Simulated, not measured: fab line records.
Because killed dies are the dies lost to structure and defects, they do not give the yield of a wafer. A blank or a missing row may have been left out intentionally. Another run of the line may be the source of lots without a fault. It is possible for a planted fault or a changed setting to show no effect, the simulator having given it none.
Matching of chambers || flow nandHarc || cmp-02 running NHARC_A_BONDPAD_CMP_19: 4 sister chambers
The step polishes, t overpolish 30 s, cu recess touch 16 s, target thk 169.82 nm. 8 wafers are shown with their chamber, then 11 later ones without.

== EACH WAFER AND ITS CHAMBER ==
{"wafer": "L082.5", "chamber": 0, "motorCurrentA (A)": 13.1, "overpolishRunS (s)": 29.995}
{"wafer": "L082.1", "chamber": 3, "motorCurrentA (A)": 10.8, "overpolishRunS (s)": 29.995}
{"wafer": "L082.2", "chamber": 2, "motorCurrentA (A)": 12.3, "overpolishRunS (s)": 29.996}
{"wafer": "L082.3", "chamber": 1, "motorCurrentA (A)": 11.6, "overpolishRunS (s)": 30.001}
{"wafer": "L085.1", "chamber": 1, "motorCurrentA (A)": 11.2, "overpolishRunS (s)": 30.015}
{"wafer": "L085.4", "chamber": 2, "motorCurrentA (A)": 11.8, "overpolishRunS (s)": 30.024}
{"wafer": "L085.6", "chamber": 3, "motorCurrentA (A)": 10.5, "overpolishRunS (s)": 30.009}
{"wafer": "L093.2", "chamber": 0, "motorCurrentA (A)": 13.3, "overpolishRunS (s)": 30.018}

== WAFERS WHOSE CHAMBER IS MISSING ==
{"wafer": "L093.3", "motorCurrentA (A)": 13.0, "overpolishRunS (s)": 30.000}
{"wafer": "L093.4", "motorCurrentA (A)": 10.9, "overpolishRunS (s)": 30.003}
{"wafer": "L094.3", "motorCurrentA (A)": 11.9, "overpolishRunS (s)": 29.994}
{"wafer": "L094.5", "motorCurrentA (A)": 11.6, "overpolishRunS (s)": 30.011}
{"wafer": "L094.6", "motorCurrentA (A)": 14.0, "overpolishRunS (s)": 30.010}
{"wafer": "L095.1", "motorCurrentA (A)": 12.9, "overpolishRunS (s)": 30.001}
{"wafer": "L095.3", "motorCurrentA (A)": 10.2, "overpolishRunS (s)": 30.017}
{"wafer": "L095.4", "motorCurrentA (A)": 13.6, "overpolishRunS (s)": 30.000}
{"wafer": "L097.1", "motorCurrentA (A)": 13.6, "overpolishRunS (s)": 30.010}
{"wafer": "L097.4", "motorCurrentA (A)": 11.6, "overpolishRunS (s)": 30.001}
{"wafer": "L097.6", "motorCurrentA (A)": 13.0, "overpolishRunS (s)": 29.991}

== WHICH CHAMBER EACH WENT THROUGH ==
{"wafer": "L093.3", "from the rows above": 0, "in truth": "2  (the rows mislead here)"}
{"wafer": "L093.4", "from the rows above": "can't be placed: 3 or 1", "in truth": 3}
{"wafer": "L094.3", "from the rows above": "can't be placed: 2 or 1", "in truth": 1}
{"wafer": "L094.5", "from the rows above": "can't be placed: 1 or 2", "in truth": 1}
{"wafer": "L094.6", "from the rows above": 0, "in truth": 0}
{"wafer": "L095.1", "from the rows above": 0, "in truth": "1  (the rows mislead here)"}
{"wafer": "L095.3", "from the rows above": 3, "in truth": 3}
{"wafer": "L095.4", "from the rows above": 0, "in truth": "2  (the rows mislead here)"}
{"wafer": "L097.1", "from the rows above": 0, "in truth": 0}
{"wafer": "L097.4", "from the rows above": "can't be placed: 1 or 2", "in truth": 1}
{"wafer": "L097.6", "from the rows above": 0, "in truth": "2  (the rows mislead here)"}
3 of 11 placed correctly. From these rows, 4 cannot be placed; in 4 the true chamber is one of the candidates. Number placed wrongly: 4.
How it was worked out, from the rows above alone: a wafer's distance from a chamber is the root of the sum, over the readings, of the square of ((its reading less the chamber's mean) divided by the reading's scatter). If the next closest chamber is less than 2 further off than the closest, the wafer can't be placed; otherwise it belongs to the closest. Each chamber's mean is taken over the wafers shown for it. The scatter: take each reading less its chamber's mean, square it, sum over the shown wafers, divide by the number of wafers less the number of chambers, and take the root.
